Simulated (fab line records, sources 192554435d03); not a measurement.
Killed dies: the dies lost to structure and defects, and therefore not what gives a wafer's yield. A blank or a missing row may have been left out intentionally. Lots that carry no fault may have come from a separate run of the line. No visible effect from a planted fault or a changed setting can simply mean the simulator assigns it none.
A lot that was struck, set against a sound lot -- flow n5 finfet -- 16 out of 1938 route steps
Sound: wafers L997.2, L997.3, L997.5. Struck: wafer L115.6 (left out: L115.4, L115.5 of the same lot, which were not struck); the cause appears at the end.
Order at every step that has rows: each side's tool, ch and its chambers, its first start. Under that, the readings that differ: sound wafers -- struck wafers -- difference of the means -- sigmas: that difference in standard deviations of wafers without a fault.
alike: readings with means less than 2 such deviations apart, plus words and numbers identical on both sides. not compared: withheld readings, readings lacking a value on some wafer, bounds such as >300 that could conceal the same value, and numbers that have no deviation in the record and whose values overlap.
A row with sigmas, a row that says differs or no value, or rows on one side alone: a step with any of these is where the two part. Numbers that have no deviation but don't overlap get no sigmas and don't part them. A reading that every wafer of one side lacks parts them only if that side has two wafers or more.

first, 2 steps without rows for these wafers: N5_STI_FIN_REVEAL_STRIP_35 (strips Si3N4 in H3PO4, target depth 4 nm, time 39 s); N5_STI_FIN_REVEAL_SRD_21 (time 30 s).
N5_STI_FIN_REVEAL_OXIDATION_33: chemistry O2 PLASMA REMOTE, time 20 s.
  sound on plasma asher-01 ch 1, day 2 12:35; struck on plasma asher-01 ch 0, day 7 02:52
reading,sound,struck,difference,sigmas
drypump motor current A (A),6.3 6.3 6.3,5.5,-0.8,-2
  alike: heater power w, temp c max
  not compared: rf hours counter h
then, 2 steps without rows for these wafers: N5_STI_FIN_REVEAL_CLEAN_19 (cleans in O3/DIW, time 120 s); N5_STI_FIN_REVEAL_SRD_23 (time 30 s).
N5_STI_FIN_REVEAL_CD_MEAS_22: target cd 6.238 nm, pitch 28 nm.
  struck on cd sem-02, day 7 03:01; sound on cd sem-01, day 2 12:45
  alike: cd nm
N5_STI_FIN_REVEAL_FIN_H_MEAS_10:
  struck on ocd-01, day 7 03:03; sound on ocd-01, day 2 12:47
  alike: trench depth nm
then, 2 steps without rows for these wafers: N5_STI_FIN_REVEAL_PRECLEAN_18 (cleans in SC2, time 45 s); N5_STI_FIN_REVEAL_SRD_28 (time 30 s).
N5_STI_FIN_REVEAL_INSPECT_13: inspects for defects (darkfield).
  struck on defect inspect-02, day 7 03:08; sound on defect inspect-02, day 2 12:52
  alike: raw defect count
then, 2 steps without rows for these wafers: N5_DUMMY_GATE_PRECLEAN_00 (cleans in O3/DIW, time 60 s); N5_DUMMY_GATE_SRD_01 (time 30 s).
N5_DUMMY_GATE_ALD_02: deposits SiO2, target thk 2 nm, pulse time 1 s.
  sound on ald sin-02 ch 0,1, day 2 13:10; struck on ald sin-02 ch 2, day 7 03:14
reading,sound,struck,difference,sigmas
susceptor temp C (C),300.20 299.63 299.96,291.53,-8.40,-49
  alike: chamber pressure Torr, heater power w, precursor pulse height rel
then, 1 step without rows for these wafers: N5_DUMMY_GATE_CVD_03 (deposits a-Si from SiH4, target thk 150 nm, time 8042 s).
-- the record jumps here: 7 days lie between the struck wafers' starts before and after (it left off in module DUMMY_GATE and takes up again in module BEOL_M4, whose first step shown is number 1111 of the route) --
N5_BEOL_M4_RC_MEAS_101:
  sound on prober-01 ch 0, day 8 03:53; struck on prober-01 ch 0, day 13 18:34
reading,sound,struck,difference,sigmas
DIBL_N (mV/V),37.8 40.0 36.7,33.9,-4.3,-2
SS_P (mV/dec),73.9 74.1 73.1,72.0,-1.7,-2
  alike: DIBL_P, IOFF_N, IOFF_P, ION_N, ION_P, SS_N, VT_N, VT_P
-- a jump in the record: the struck wafers' starts before and after are 4 days apart (it breaks off in module BEOL_M4 and resumes in module PASSIVATION, where the first step shown is number 1936 of the route) --
N5_PASSIVATION_PROBE_49:
  only the struck wafers here have rows in the record (prober-01, day 18 05:07); the sound ones have none

== WHERE THEY PART ==
Earliest at N5_STI_FIN_REVEAL_OXIDATION_33; latest, in this record, at N5_PASSIVATION_PROBE_49.

WHY: whatever the simulator had introduced
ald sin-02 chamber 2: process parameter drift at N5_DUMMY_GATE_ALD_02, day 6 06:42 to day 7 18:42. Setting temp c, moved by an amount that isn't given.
